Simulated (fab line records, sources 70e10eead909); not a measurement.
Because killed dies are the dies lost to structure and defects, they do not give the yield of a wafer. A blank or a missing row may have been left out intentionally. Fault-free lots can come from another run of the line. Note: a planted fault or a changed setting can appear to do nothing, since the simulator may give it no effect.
The tool behind it: which one? | flow nand-harc | route of 1302 steps, sampled at 1 step: 7 lots, 21 wafers

## WHAT EACH GAUGE READ, for each wafer
NHARC_A_DECK1_JOINT_THK_MEAS_14: measures by ellipsometry.
lot  | measured     | on            | thk-nm (nm)
L568 | day 12 18:44 | film-metro-01 | 50.1 49.8 51.9
L569 | day 13 18:15 | film-metro-01 | 53.5 51.3 51.1
L571 | day 14 07:35 | film-metro-02 | 52.5 47.8 50.2
L575 | day 15 21:09 | film-metro-01 | 49.5 46.7 51.3
L582 | day 18 20:27 | film-metro-01 | 51.9 53.7 53.2
L584 | day 20 03:41 | film-metro-02 | 50.3 50.6 50.0
L587 | day 21 03:23 | film-metro-02 | 54.0 52.1 53.2

## EACH LOT AND THE TOOL THAT RAN IT (in order: tool; ch and the chambers of the sampled wafers; start)
Record: no process step prior to these readings.

## THE ANSWER, worked out from the rows above alone
Rule: what is usual is taken from the lots themselves. The widest of any qualifying gaps counts: lots, ordered by their means at a reading, are off when they make up no more than a third of the lots, leave a main group of 4 or more, and stand apart from it by 3 or more times the standard deviation of that group's means. Not used: any main group whose means are identical at the precision the tables above print for the reading. Also off: a lot with no number at a reading for which 4 or more lots have one. Any other lot the step has rows for is counted as sound.
No lot is off at any reading shown: from this, nothing can be told.

## WHAT THE SIMULATOR HAD INSERTED
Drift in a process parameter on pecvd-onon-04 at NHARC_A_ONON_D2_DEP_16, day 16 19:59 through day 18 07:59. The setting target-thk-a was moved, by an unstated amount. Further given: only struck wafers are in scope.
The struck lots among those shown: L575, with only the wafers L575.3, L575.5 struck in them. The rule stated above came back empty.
